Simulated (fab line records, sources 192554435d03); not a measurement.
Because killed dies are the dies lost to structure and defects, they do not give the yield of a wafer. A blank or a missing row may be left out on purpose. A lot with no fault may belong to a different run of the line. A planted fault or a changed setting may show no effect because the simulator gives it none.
fab line records	flow n5Finfet
[record] lots = 24	wafers = 72	lastDay = 19
route steps=1938 shown BEOL_M5@1179 BEOL_M6@1196
lots that met no fault: taken from a fault-free run of the same line
startH: hours from the record's first day to the start of the lot's first wafer shown	waitH: hours elapsed since this lot's preceding step	" as in the row above	L1.1+2: a row that stands for several wafers	- no value, or no start was given	* or withheld: withheld	< > ~ a bound
route shown NAME@n: names a module that has steps shown in the file, with the first one's number in the route	usual: mean/standard deviation of fault-free wafers	same: alike in all rows	chamber/n: place in a boat	sites: the reading at each site	_std_site: their standard deviation	_edge_site: inner sites' mean taken away from outer sites' mean	radiusMm: how far each site lies from the wafer's centre	mask NAME#n: copy n	behind: the last tool/chamber to shape the wafer	hold: why the lot was held/for how many hours/how that ended	device: which transistor (n, p or np) failed to switch	end of line: at the end of the route, the tests of the same wafers	a step given without rows: its recipe and nothing more	killed: dies lost to structure and defects at the first sort, not the wafer's yield	map: the dies of a wafer, with x for killed, . for not killed, _ for no die there
set.NAME: the run value of the setting; set.NAME@STEP: its run value at that earlier step	model.NAME: the simulator's own value behind a step, which no gauge read
the route's steps for a sample of lots (tables are steps, rows are wafers)
services: a tool's chamber out of use, with start hour (startH, from the record's first day; less than 0 if before it), hours out, and reason
[[steps]]
[step N5_BEOL_M5_SPUTTER_83]
[recipe] material = Cu	targetThkA = 150	tempC = -20	chamberPressurePa = 0.07	powerW = withheld	timeS = 27.62
[usual] throttleValvePct = 30.8/0.97
lot.wafer	tool	chamber	startH	waitH	throttleValvePct
L075.2	pvdSputter-01	-	185.66	0.5	30.9
L075.3	"	-	"	"	30.5
L075.5	"	-	"	"	32.2
L074.2	pvdSputter-01	-	196.97	0.5	29.5
L074.3	"	-	"	"	32.3
L074.6	"	-	"	"	32.0
L076.1	pvdSputter-02	-	199.86	0.5	30.0
L076.4	"	-	"	"	32.3
L076.5	"	-	"	"	30.1
L077.3	pvdSputter-02	-	205.64	0.5	32.6
L077.5	"	-	"	"	30.2
L077.6	"	-	"	"	31.6
L078.1	pvdSputter-01	-	212.68	0.5	30.8
L078.2	"	-	"	"	30.7
L078.3	"	-	"	"	31.9
L079.2	pvdSputter-01	-	223.01	0.5	29.6
L079.4	"	-	"	"	32.3
L079.6	"	-	"	"	30.9
L082.4	pvdSputter-01	-	240.85	0.5	31.1
L082.5	"	-	"	"	29.7
L082.6	"	-	"	"	32.3
L081.2	pvdSputter-01	-	245.32	0.5	29.6
L081.3	"	-	"	"	32.0
L081.5	"	-	"	"	30.6
L080.1	pvdSputter-01	-	253.50	0.5	29.6
L080.2	"	-	"	"	30.6
L080.6	"	-	"	"	30.7
L084.1	pvdSputter-02	-	257.58	0.5	32.6
L084.4	"	-	"	"	31.4
L084.6	"	-	"	"	32.1
L083.2	pvdSputter-01	-	259.49	0.5	29.6
L083.3	"	-	"	"	30.6
L083.5	"	-	"	"	30.9
L085.2	pvdSputter-01	-	263.91	0.5	30.9
L085.3	"	-	"	"	32.1
L085.6	"	-	"	"	30.4
L086.2	pvdSputter-02	-	270.68	0.5	30.1
L086.3	"	-	"	"	31.5
L086.4	"	-	"	"	30.0
L088.2	pvdSputter-03	-	291.69	0.5	28.8
L088.5	"	-	"	"	30.8
L088.6	"	-	"	"	31.4
L087.1	pvdSputter-01	-	292.84	0.5	32.2
L087.2	"	-	"	"	30.7
L087.6	"	-	"	"	31.2
L091.3	pvdSputter-02	-	297.03	0.5	29.9
L091.4	"	-	"	"	30.3
L091.6	"	-	"	"	30.3
L089.2	pvdSputter-03	-	300.73	0.5	31.0
L089.4	"	-	"	"	28.6
L089.5	"	-	"	"	30.7
L092.4	pvdSputter-02	-	320.26	0.5	30.1
L092.5	"	-	"	"	32.4
L092.6	"	-	"	"	30.3
L090.2	pvdSputter-03	-	320.89	0.5	30.9
L090.3	"	-	"	"	31.1
L090.4	"	-	"	"	30.4
L093.1	pvdSputter-01	-	325.67	0.5	32.1
L093.2	"	-	"	"	30.6
L093.4	"	-	"	"	32.3
L095.1	pvdSputter-03	-	346.48	0.5	28.7
L095.4	"	-	"	"	30.8
L095.5	"	-	"	"	28.8
L094.1	pvdSputter-02	-	346.62	0.5	29.9
L094.2	"	-	"	"	30.5
L094.3	"	-	"	"	31.1
L096.3	pvdSputter-02	-	353.29	0.5	30.2
L096.5	"	-	"	"	31.6
L096.6	"	-	"	"	30.4
L097.1	pvdSputter-01	-	353.42	0.5	32.2
L097.5	"	-	"	"	32.2
L097.6	"	-	"	"	29.6
[step N5_BEOL_M5_SPUTTER_88]
[recipe] material = Cu	targetThkA = 150	tempC = -20	chamberPressurePa = 0.07	powerW = withheld	timeS = 27.62
[usual] throttleValvePct = 30.8/0.98
lot.wafer	tool	chamber	startH	waitH	throttleValvePct
L075.2	pvdSputter-01	-	186.75	0.5	31.0
L075.3	"	-	"	"	30.7
L075.5	"	-	"	"	32.2
L074.2	pvdSputter-01	-	198.06	0.5	29.5
L074.3	"	-	"	"	32.2
L074.6	"	-	"	"	32.2
L076.1	pvdSputter-02	-	200.95	0.5	30.0
L076.4	"	-	"	"	32.4
L076.5	"	-	"	"	30.0
L077.3	pvdSputter-02	-	206.72	0.5	32.4
L077.5	"	-	"	"	30.3
L077.6	"	-	"	"	31.5
L078.1	pvdSputter-01	-	213.76	0.5	30.8
L078.2	"	-	"	"	30.7
L078.3	"	-	"	"	31.8
L079.2	pvdSputter-01	-	224.10	0.5	29.5
L079.4	"	-	"	"	32.1
L079.6	"	-	"	"	30.6
L082.4	pvdSputter-01	-	241.94	0.5	31.1
L082.5	"	-	"	"	29.5
L082.6	"	-	"	"	32.0
L081.2	pvdSputter-01	-	246.41	0.5	29.4
L081.3	"	-	"	"	31.9
L081.5	"	-	"	"	30.6
L080.1	pvdSputter-01	-	254.59	0.5	29.9
L080.2	"	-	"	"	30.7
L080.6	"	-	"	"	31.0
L084.1	pvdSputter-02	-	258.67	0.5	32.4
L084.4	"	-	"	"	31.4
L084.6	"	-	"	"	32.1
L083.2	pvdSputter-01	-	260.57	0.5	29.6
L083.3	"	-	"	"	30.4
L083.5	"	-	"	"	30.8
L085.2	pvdSputter-01	-	265.00	0.5	30.8
L085.3	"	-	"	"	32.1
L085.6	"	-	"	"	30.6
L086.2	pvdSputter-02	-	271.76	0.5	30.5
L086.3	"	-	"	"	31.7
L086.4	"	-	"	"	30.2
L088.2	pvdSputter-03	-	292.77	0.5	28.6
L088.5	"	-	"	"	30.7
L088.6	"	-	"	"	31.3
L087.1	pvdSputter-01	-	293.93	0.5	32.1
L087.2	"	-	"	"	30.9
L087.6	"	-	"	"	30.9
L091.3	pvdSputter-02	-	298.11	0.5	30.0
L091.4	"	-	"	"	30.3
L091.6	"	-	"	"	29.9
L089.2	pvdSputter-03	-	301.82	0.5	31.1
L089.4	"	-	"	"	28.7
L089.5	"	-	"	"	30.7
L092.4	pvdSputter-02	-	321.35	0.5	30.4
L092.5	"	-	"	"	32.6
L092.6	"	-	"	"	30.3
L090.2	pvdSputter-03	-	321.98	0.5	30.7
L090.3	"	-	"	"	31.2
L090.4	"	-	"	"	30.6
L093.1	pvdSputter-01	-	326.76	0.5	32.4
L093.2	"	-	"	"	30.7
L093.4	"	-	"	"	32.1
L095.1	pvdSputter-03	-	347.56	0.5	28.8
L095.4	"	-	"	"	31.0
L095.5	"	-	"	"	28.7
L094.1	pvdSputter-02	-	347.71	0.5	29.7
L094.2	"	-	"	"	30.1
L094.3	"	-	"	"	31.7
L096.3	pvdSputter-02	-	354.38	0.5	30.0
L096.5	"	-	"	"	31.4
L096.6	"	-	"	"	30.2
L097.1	pvdSputter-01	-	354.51	0.5	32.0
L097.5	"	-	"	"	32.4
L097.6	"	-	"	"	29.8
[step N5_BEOL_M5_INSPECT_58]
[recipe] inspectInstrument = darkfield	mode = postDep
[usual] rawDefectCount = 70/19
lot.wafer	tool	chamber	startH	waitH	rawDefectCount
L075.2	defectInspect-02	-	192.45	0.0	82
L075.3	"	-	"	"	87
L075.5	"	-	"	"	71
L074.2	defectInspect-01	-	200.96	0.0	85
L074.3	"	-	"	"	55
L074.6	"	-	"	"	61
L076.1	defectInspect-02	-	203.27	0.0	59
L076.4	"	-	"	"	104
L076.5	"	-	"	"	84
L077.3	defectInspect-01	-	208.89	0.0	70
L077.5	"	-	"	"	44
L077.6	"	-	"	"	52
L078.1	defectInspect-02	-	218.28	0.0	50
L078.2	"	-	"	"	67
L078.3	"	-	"	"	53
L079.2	defectInspect-02	-	228.08	0.0	42
L079.4	"	-	"	"	55
L079.6	"	-	"	"	63
L082.4	defectInspect-02	-	248.07	0.0	104
L082.5	"	-	"	"	88
L082.6	"	-	"	"	112
L081.2	defectInspect-01	-	250.34	0.0	55
L081.3	"	-	"	"	78
L081.5	"	-	"	"	52
L080.1	defectInspect-02	-	257.41	0.0	77
L080.2	"	-	"	"	46
L080.6	"	-	"	"	89
L084.1	defectInspect-02	-	260.83	0.0	93
L084.4	"	-	"	"	55
L084.6	"	-	"	"	46
L083.2	defectInspect-02	-	262.75	0.0	52
L083.3	"	-	"	"	120
L083.5	"	-	"	"	53
L085.2	defectInspect-02	-	267.49	0.0	71
L085.3	"	-	"	"	76
L085.6	"	-	"	"	62
L086.2	defectInspect-02	-	274.30	0.0	39
L086.3	"	-	"	"	51
L086.4	"	-	"	"	78
L088.2	defectInspect-01	-	295.23	0.0	63
L088.5	"	-	"	"	86
L088.6	"	-	"	"	86
L087.1	defectInspect-01	-	296.10	0.0	48
L087.2	"	-	"	"	100
L087.6	"	-	"	"	54
L091.3	defectInspect-01	-	300.29	0.0	54
L091.4	"	-	"	"	98
L091.6	"	-	"	"	102
L089.2	defectInspect-02	-	304.24	0.0	68
L089.4	"	-	"	"	57
L089.5	"	-	"	"	82
L092.4	defectInspect-01	-	323.52	0.0	45
L092.5	"	-	"	"	55
L092.6	"	-	"	"	67
L090.2	defectInspect-02	-	324.27	0.0	51
L090.3	"	-	"	"	92
L090.4	"	-	"	"	57
L093.1	defectInspect-01	-	329.06	0.0	149
L093.2	"	-	"	"	86
L093.4	"	-	"	"	71
L095.1	defectInspect-02	-	349.73	0.0	90
L095.4	"	-	"	"	56
L095.5	"	-	"	"	83
L094.1	defectInspect-02	-	349.89	0.0	68
L094.2	"	-	"	"	100
L094.3	"	-	"	"	62
L096.3	defectInspect-01	-	356.55	0.0	57
L096.5	"	-	"	"	47
L096.6	"	-	"	"	93
L097.1	defectInspect-01	-	356.68	0.0	64
L097.5	"	-	"	"	46
L097.6	"	-	"	"	65
[step N5_BEOL_M6_THK_MEAS_01]
[recipe] reads = SiCOH_lowk_of_BEOL_M6_ILD_DEP_00
[usual] M6_ILD_THK = 154.1/2.1
lot.wafer	tool	chamber	startH	waitH	M6_ILD_THK[nm]
L075.2	filmMetro-02	-	193.07	0.4	153.7
L075.3	"	-	"	"	154.1
L075.5	"	-	"	"	154.1
L074.2	filmMetro-02	-	201.58	0.4	152.4
L074.3	"	-	"	"	155.7
L074.6	"	-	"	"	156.1
L076.1	filmMetro-02	-	204.39	0.8	152.4
L076.4	"	-	"	"	152.7
L076.5	"	-	"	"	152.8
L077.3	filmMetro-02	-	209.51	0.3	154.6
L077.5	"	-	"	"	157.1
L077.6	"	-	"	"	156.4
L078.1	filmMetro-02	-	218.91	0.4	155.5
L078.2	"	-	"	"	150.1
L078.3	"	-	"	"	158.4
L079.2	filmMetro-02	-	229.19	0.7	150.9
L079.4	"	-	"	"	157.9
L079.6	"	-	"	"	158.2
L082.4	filmMetro-01	-	248.68	0.2	157.9
L082.5	"	-	"	"	153.3
L082.6	"	-	"	"	155.2
L081.2	filmMetro-01	-	250.95	0.4	149.8
L081.3	"	-	"	"	152.7
L081.5	"	-	"	"	153.9
L080.1	filmMetro-01	-	258.13	0.4	153.8
L080.2	"	-	"	"	152.2
L080.6	"	-	"	"	155.2
L084.1	filmMetro-02	-	261.45	0.4	152.9
L084.4	"	-	"	"	153.2
L084.6	"	-	"	"	155.6
L083.2	filmMetro-02	-	263.38	0.4	156.0
L083.3	"	-	"	"	150.9
L083.5	"	-	"	"	157.7
L085.2	filmMetro-01	-	268.10	0.4	152.3
L085.3	"	-	"	"	152.1
L085.6	"	-	"	"	153.8
L086.2	filmMetro-02	-	274.91	0.4	154.5
L086.3	"	-	"	"	153.8
L086.4	"	-	"	"	156.0
L088.2	filmMetro-02	-	295.84	0.4	153.7
L088.5	"	-	"	"	155.7
L088.6	"	-	"	"	154.1
L087.1	filmMetro-02	-	296.71	0.4	153.0
L087.2	"	-	"	"	155.2
L087.6	"	-	"	"	157.4
L091.3	filmMetro-01	-	300.90	0.3	153.0
L091.4	"	-	"	"	156.4
L091.6	"	-	"	"	158.9
L089.2	filmMetro-01	-	304.85	0.4	153.6
L089.4	"	-	"	"	152.2
L089.5	"	-	"	"	156.1
L092.4	filmMetro-01	-	324.25	0.3	156.2
L092.5	"	-	"	"	155.6
L092.6	"	-	"	"	155.7
L090.2	filmMetro-01	-	324.91	0.4	152.3
L090.3	"	-	"	"	151.8
L090.4	"	-	"	"	154.8
L093.1	filmMetro-02	-	329.68	0.4	151.7
L093.2	"	-	"	"	151.5
L093.4	"	-	"	"	154.8
L095.1	filmMetro-01	-	350.34	0.4	150.4
L095.4	"	-	"	"	153.5
L095.5	"	-	"	"	157.3
L094.1	filmMetro-02	-	350.51	0.4	155.2
L094.2	"	-	"	"	150.1
L094.3	"	-	"	"	153.7
L096.3	filmMetro-02	-	357.31	0.3	152.9
L096.5	"	-	"	"	151.5
L096.6	"	-	"	"	155.0
L097.1	filmMetro-01	-	357.32	0.4	153.7
L097.5	"	-	"	"	155.8
L097.6	"	-	"	"	156.4
[step N5_BEOL_M6_HM_OPEN_17]
[recipe] chemistry = Cl2/BCl3	targetDepthA = 200	overetchA = 60	target = TiN	maskMaterial = SOC	ionEnergyEv = 150	pressureMtorr = 10	icpW = 1000	biasW = 126	Cl2_flow_sccm = 53.25	bcl3FlowSccm = 21.75	Ar_flow_sccm = 25
[usual] drypumpMotorCurrentA = 5.6/0.45	oesProductAu = 0.68/0.074	throttleValvePct = 22.01/0.23
lot.wafer	tool	chamber	startH	waitH	drypumpMotorCurrentA	oesProductAu	rfHoursCounterH	throttleValvePct
L075.2	rieMetal-02	0	195.05	0.0	5.4	0.73	15	22.14
L075.3	"	0	"	"	5.4	0.72	-	22.15
L075.5	"	0	"	"	5.4	0.72	-	22.15
L074.2	rieMetal-02	1	203.18	0.0	5.7	0.65	42	21.79
L074.3	"	0	"	"	5.4	0.71	-	22.16
L074.6	"	0	"	"	5.4	0.71	-	22.16
L076.1	rieMetal-02	1	208.14	0.0	5.7	0.65	42	21.80
L076.4	"	1	"	"	5.7	0.65	-	21.80
L076.5	"	0	"	"	5.5	0.71	-	22.16
L077.3	rieMetal-03	1	211.96	0.1	5.5	0.75	-	21.90
L077.5	"	0	"	"	6.4	0.70	-	22.24
L077.6	"	1	"	"	5.5	0.74	-	21.91
L078.1	rieMetal-02	1	221.24	0.0	5.7	0.66	43	21.77
L078.2	"	0	"	"	5.4	0.72	17	22.16
L078.3	"	0	"	"	5.4	0.72	-	22.14
L079.2	rieMetal-02	1	233.45	0.0	5.7	0.66	44	21.79
L079.4	"	0	"	"	5.4	0.72	-	22.15
L079.6	"	0	"	"	5.4	0.72	-	22.15
L082.4	rieMetal-01	1	250.53	0.1	4.9	0.53	-	22.40
L082.5	"	0	"	"	6.1	0.52	-	22.30
L082.6	"	1	"	"	4.9	0.52	-	22.41
L081.2	rieMetal-02	0	251.91	0.0	5.4	0.71	19	22.16
L081.3	"	1	"	"	5.7	0.65	-	21.81
L081.5	"	0	"	"	5.4	0.71	-	22.15
L080.1	rieMetal-03	0	263.27	0.0	6.4	0.70	30	22.25
L080.2	"	1	"	"	5.5	0.73	20	21.91
L080.6	"	1	"	"	5.5	0.73	-	21.90
L084.1	rieMetal-01	1	266.01	0.0	4.9	0.53	121	22.42
L084.4	"	1	"	"	4.9	0.53	-	22.41
L084.6	"	1	"	"	4.9	0.52	-	22.41
L083.2	rieMetal-03	1	266.03	0.0	5.5	0.73	20	21.92
L083.3	"	0	"	"	6.4	0.70	-	22.24
L083.5	"	1	"	"	5.5	0.74	-	21.88
L085.2	rieMetal-02	0	269.15	0.0	5.5	0.71	19	22.16
L085.3	"	1	"	"	5.7	0.64	-	21.80
L085.6	"	0	"	"	5.4	0.71	-	22.15
L086.2	rieMetal-01	1	276.43	0.1	4.9	0.52	-	22.42
L086.3	"	1	"	"	4.9	0.52	-	22.43
L086.4	"	1	"	"	4.9	0.52	-	22.43
L088.2	rieMetal-02	1	297.60	0.0	5.7	0.64	49	21.81
L088.5	"	0	"	"	5.4	0.71	-	22.16
L088.6	"	1	"	"	5.8	0.64	-	21.79
L087.1	rieMetal-02	0	298.26	0.0	5.4	0.69	23	22.18
L087.2	"	1	"	"	5.7	0.64	49	21.80
L087.6	"	0	"	"	5.4	0.69	-	22.17
L091.3	rieMetal-01	0	303.67	0.1	6.1	0.80	-	21.72
L091.4	"	1	"	"	4.9	0.80	-	21.89
L091.6	"	1	"	"	4.9	0.81	-	21.87
L089.2	rieMetal-02	1	308.45	0.1	5.7	0.64	50	21.81
L089.4	"	0	"	"	5.4	0.70	-	22.16
L089.5	"	1	"	"	5.7	0.64	-	21.80
L092.4	rieMetal-03	0	327.15	0.1	6.4	0.68	-	22.25
L092.5	"	1	"	"	5.5	0.72	-	21.90
L092.6	"	0	"	"	6.4	0.68	-	22.24
L090.2	rieMetal-01	0	327.72	0.0	6.1	0.77	5	21.74
L090.3	"	0	"	"	6.1	0.77	-	21.71
L090.4	"	1	"	"	4.9	0.77	-	21.89
L093.1	rieMetal-02	1	331.28	0.0	5.8	0.63	52	21.81
L093.2	"	1	"	"	5.7	0.64	-	21.81
L093.4	"	1	"	"	5.7	0.63	-	21.80
L095.1	rieMetal-01	1	351.31	0.0	4.9	0.76	6	21.91
L095.4	"	0	"	"	6.1	0.76	-	21.75
L095.5	"	1	"	"	4.9	0.76	-	21.92
L094.1	rieMetal-01	1	351.69	0.0	4.9	0.76	6	21.92
L094.2	"	0	"	"	6.1	0.75	7	21.75
L094.3	"	1	"	"	4.9	0.76	-	21.91
L096.3	rieMetal-01	1	358.97	0.1	5.0	0.76	-	21.91
L096.5	"	0	"	"	6.1	0.76	-	21.75
L096.6	"	1	"	"	4.9	0.77	-	21.90
L097.1	rieMetal-03	1	359.07	0.0	5.5	0.70	28	21.94
L097.5	"	0	"	"	6.4	0.67	-	22.26
L097.6	"	1	"	"	5.5	0.70	-	21.94
[step N5_BEOL_M6_STRIP_19]
[recipe] chemistry = O2	powerW = 400	tempC = 40	pressureMtorr = 30	rfFrequencyHz = 6e+07	biasPowerW = 0	overashFraction = 0.2	o2FlowSccm = 225
[usual] drypumpMotorCurrentA = 5.71/0.26	oesProductAu = 0.84/0.074	rfVppV = 3.6/0.66	showerheadPlenumPTorr = 2.12/0.069	throttleValvePct = 16.48/0.26
[same] overashFraction = 0.2
lot.wafer	tool	chamber	startH	waitH	drypumpMotorCurrentA	oesProductAu	rfHoursCounterH	rfVppV	showerheadPlenumPTorr	throttleValvePct
L075.2	rieDiel-06	0	195.20	0.1	5.60	0.85	59	3.1	2.21	16.64
L075.3	"	1	"	"	5.60	0.82	85	3.2	2.04	16.46
L075.5	"	2	"	"	5.74	0.87	-	3.2	2.22	16.24
L074.2	rieDiel-06	2	203.36	0.1	5.76	0.87	49	3.1	2.22	16.24
L074.3	"	3	"	"	5.27	0.99	3	4.8	2.13	16.02
L074.6	"	0	"	"	5.57	0.85	-	3.6	2.21	16.64
L076.1	rieDiel-04	3	208.30	0.1	6.03	0.86	54	3.4	2.23	16.65
L076.4	"	2	"	"	5.45	0.68	228	3.7	1.98	17.14
L076.5	"	3	"	"	6.03	0.87	-	3.4	2.23	16.62
L077.3	rieDiel-06	2	212.06	0.1	5.77	0.86	51	3.2	2.21	16.25
L077.5	"	3	"	"	5.26	0.97	-	2.5	2.13	15.99
L077.6	"	2	"	"	5.75	0.86	-	3.6	2.21	16.25
L078.1	rieDiel-04	2	221.35	0.1	5.46	0.67	233	3.5	1.98	17.16
L078.2	"	0	"	"	5.47	0.66	245	2.6	2.07	16.68
L078.3	"	3	"	"	6.03	0.87	59	4.3	2.23	16.67
L079.2	rieDiel-06	2	233.69	0.2	5.76	0.86	56	4.0	2.21	16.26
L079.4	"	0	"	"	5.55	0.84	68	3.6	2.21	16.66
L079.6	"	1	"	"	5.62	0.82	-	3.2	2.04	16.46
L082.4	rieDiel-05	2	250.85	0.3	6.13	0.82	97	3.7	2.09	16.77
L082.5	"	1	"	"	5.81	0.86	-	4.2	2.12	16.14
L082.6	"	2	"	"	6.12	0.81	-	2.7	2.09	16.76
L081.2	rieDiel-05	0	252.02	0.1	5.56	0.76	142	3.8	2.12	16.50
L081.3	"	3	"	"	5.90	0.92	12	3.3	2.05	16.45
L081.5	"	3	"	"	5.90	0.92	-	4.0	2.05	16.45
L080.1	rieDiel-04	2	263.38	0.1	5.46	0.66	246	3.1	1.97	17.18
L080.2	"	0	"	"	5.42	0.94	3	4.2	2.07	16.24
L080.6	"	0	"	"	5.44	0.96	-	3.9	2.07	16.24
L083.2	rieDiel-06	2	266.14	0.1	5.77	0.84	67	3.7	2.21	16.28
L083.3	"	3	"	"	5.26	0.92	21	4.7	2.13	16.06
L083.5	"	1	"	"	5.61	0.80	-	3.4	2.03	16.48
L084.1	rieDiel-06	1	266.21	0.2	5.63	0.79	105	4.2	2.03	16.49
L084.4	"	3	"	"	5.26	0.93	21	3.5	2.13	16.04
L084.6	"	0	"	"	5.59	0.83	-	3.5	2.20	16.67
L085.2	rieDiel-04	0	269.41	0.2	5.45	0.95	5	4.3	2.07	16.24
L085.3	"	1	"	"	6.03	0.90	38	3.5	2.12	16.51
L085.6	"	0	"	"	5.48	0.95	-	2.9	2.07	16.25
L086.2	rieDiel-05	3	276.69	0.2	5.91	0.91	19	3.4	2.05	16.46
L086.3	"	1	"	"	5.81	0.85	48	4.0	2.12	16.14
L086.4	"	0	"	"	5.59	0.74	149	3.4	2.12	16.55
L088.2	rieDiel-05	0	297.90	0.3	5.58	0.74	157	5.2	2.11	16.57
L088.5	"	1	"	"	5.80	0.85	-	4.0	2.12	16.16
L088.6	"	2	"	"	6.12	0.78	-	3.3	2.09	16.79
L087.1	rieDiel-05	0	298.40	0.1	5.60	0.73	157	2.7	2.11	16.56
L087.2	"	1	"	"	5.81	0.84	56	3.0	2.12	16.15
L087.6	"	2	"	"	6.15	0.80	-	1.9	2.09	16.81
L091.3	rieDiel-06	2	304.09	0.4	5.78	0.81	83	4.7	2.20	16.31
L091.4	"	0	"	"	5.57	0.81	92	2.8	2.20	16.69
L091.6	"	2	"	"	5.76	0.81	-	4.2	2.20	16.31
L089.2	rieDiel-05	2	308.75	0.3	6.16	0.79	120	1.9	2.09	16.83
L089.4	"	1	"	"	5.80	0.83	-	2.9	2.11	16.16
L089.5	"	3	"	"	5.91	0.87	-	2.9	2.04	16.49
L092.4	rieDiel-06	1	327.33	0.2	5.61	0.77	131	2.8	2.02	16.54
L092.5	"	0	"	"	5.61	0.80	-	4.2	2.20	16.70
L092.6	"	3	"	"	5.26	0.87	-	3.5	2.12	16.09
L090.2	rieDiel-06	1	327.85	0.1	5.61	0.78	131	3.0	2.02	16.56
L090.3	"	3	"	"	5.28	0.90	46	2.9	2.12	16.09
L090.4	"	2	"	"	5.75	0.80	94	4.6	2.20	16.30
L093.1	rieDiel-04	2	331.52	0.2	5.46	0.96	6	3.9	2.23	16.68
L093.2	"	3	"	"	6.02	0.82	91	4.1	2.22	16.70
L093.4	"	0	"	"	5.43	0.91	-	3.1	2.06	16.28
L095.1	rieDiel-06	2	351.46	0.1	5.78	0.80	102	2.6	2.20	16.36
L095.4	"	0	"	"	5.58	0.78	110	2.7	2.19	16.73
L095.5	"	2	"	"	5.76	0.80	-	3.7	2.20	16.34
L094.1	rieDiel-05	1	351.80	0.1	5.80	0.81	83	3.3	2.11	16.21
L094.2	"	3	"	"	5.92	0.85	51	4.2	2.04	16.53
L094.3	"	2	"	"	6.15	0.78	139	4.0	2.08	16.84
L096.3	rieDiel-05	0	359.05	0.1	5.61	0.73	174	2.6	2.11	16.58
L096.5	"	0	"	"	5.60	0.73	-	4.5	2.11	16.59
L096.6	"	3	"	"	5.89	0.84	-	3.7	2.04	16.53
L097.1	rieDiel-04	1	359.18	0.1	5.99	0.87	57	3.7	2.12	16.55
L097.5	"	0	"	"	5.44	0.88	-	4.0	2.06	16.29
L097.6	"	1	"	"	5.97	0.86	-	3.6	2.12	16.52
[[services]]
tool	chamber	startH	hours	kind
pvdSputter-03	-	168.35	2.5	repair
rieDiel-06	3	172.28	-	clean
rieDiel-06	3	172.28	-	consumableReplace:focusRing
rieDiel-06	3	172.28	22.5	scheduledDown
rieDiel-06	3	172.28	22.5	ventCycle
rieDiel-05	3	184.85	-	clean
rieDiel-05	3	184.85	-	consumableReplace:focusRing
rieDiel-05	3	184.85	29.9	scheduledDown
rieDiel-05	3	184.85	29.9	ventCycle
rieDiel-05	-	238.15	0.8	repair
rieMetal-01	-	238.53	0.7	repair
pvdSputter-03	-	256.81	10.5	repair
rieMetal-01	0	257.63	-	clean
rieMetal-01	0	257.63	19.7	scheduledDown
rieMetal-01	0	257.63	19.7	ventCycle
rieMetal-01	1	277.35	-	clean
rieDiel-04	-	292.12	28.1	pm
rieMetal-01	-	308.64	2.8	pm
rieDiel-04	1	326.00	10.0	repair
rieDiel-05	0	329.85	3.2	repair
rieMetal-02	0	330.54	9.5	repair
rieDiel-05	-	339.29	2.8	pm
rieDiel-04	-	341.02	0.3	repair
rieDiel-05	1	355.98	1.7	repair
[[key]]
fault none
